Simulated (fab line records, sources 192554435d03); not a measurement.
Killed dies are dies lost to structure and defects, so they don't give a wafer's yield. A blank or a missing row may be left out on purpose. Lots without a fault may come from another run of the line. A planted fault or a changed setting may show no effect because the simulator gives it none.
Chamber matching | flow n5_finfet | N5_MOL_CONTACT_COAG_ETCHBACK_135 on rie_diel-05: 4 sister chambers
The step etches SiO2 in CHF3, target depth 25 nm, time 16.7 s. 4 wafers are shown with their chamber, then 11 later ones without.

WAFERS WITH THEIR CHAMBER
wafer  | chamber | drypump_motor_current_A (A)
L083.6 | 3       | 5.4
L087.1 | 2       | 5.6
L087.4 | 0       | 5.2
L088.2 | 1       | 4.9

WAFERS WITHOUT THEIR CHAMBER
wafer  | drypump_motor_current_A (A)
L088.5 | 5.3
L088.6 | 5.6
L092.4 | 4.9
L092.5 | 5.6
L092.6 | 5.3
L093.1 | 4.9
L093.2 | 5.3
L093.6 | 4.8
L094.1 | 5.6
L094.4 | 5.4
L094.5 | 5.6

WHICH CHAMBER EACH WENT THROUGH
wafer  | from the rows above     | in truth
L088.5 | can't be placed: 0 or 3 | 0
L088.6 | 2                       | 2
L092.4 | 1                       | 1
L092.5 | 2                       | 2
L092.6 | can't be placed: 0 or 3 | 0
L093.1 | 1                       | 1
L093.2 | can't be placed: 0 or 3 | 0
L093.6 | 1                       | 1
L094.1 | 2                       | 2
L094.4 | 3                       | 3
L094.5 | 2                       | 2
Placed correctly: 8 of 11. Can't be placed from these rows: 3 (the true chamber is among the candidates in 3). Placed wrongly: 0.
How it was worked out, from the rows above alone: a wafer's distance from a chamber is the root of the sum, over the readings, of the square of ((its reading less the chamber's mean) divided by the reading's scatter). The wafer belongs to the nearest chamber; if the next one is less than 2 further off, it can't be placed. A chamber's mean is the mean of its shown wafers. The scatter: with one shown wafer a chamber, the root of the mean of the squares of how far each hidden wafer lies from its nearest shown one.
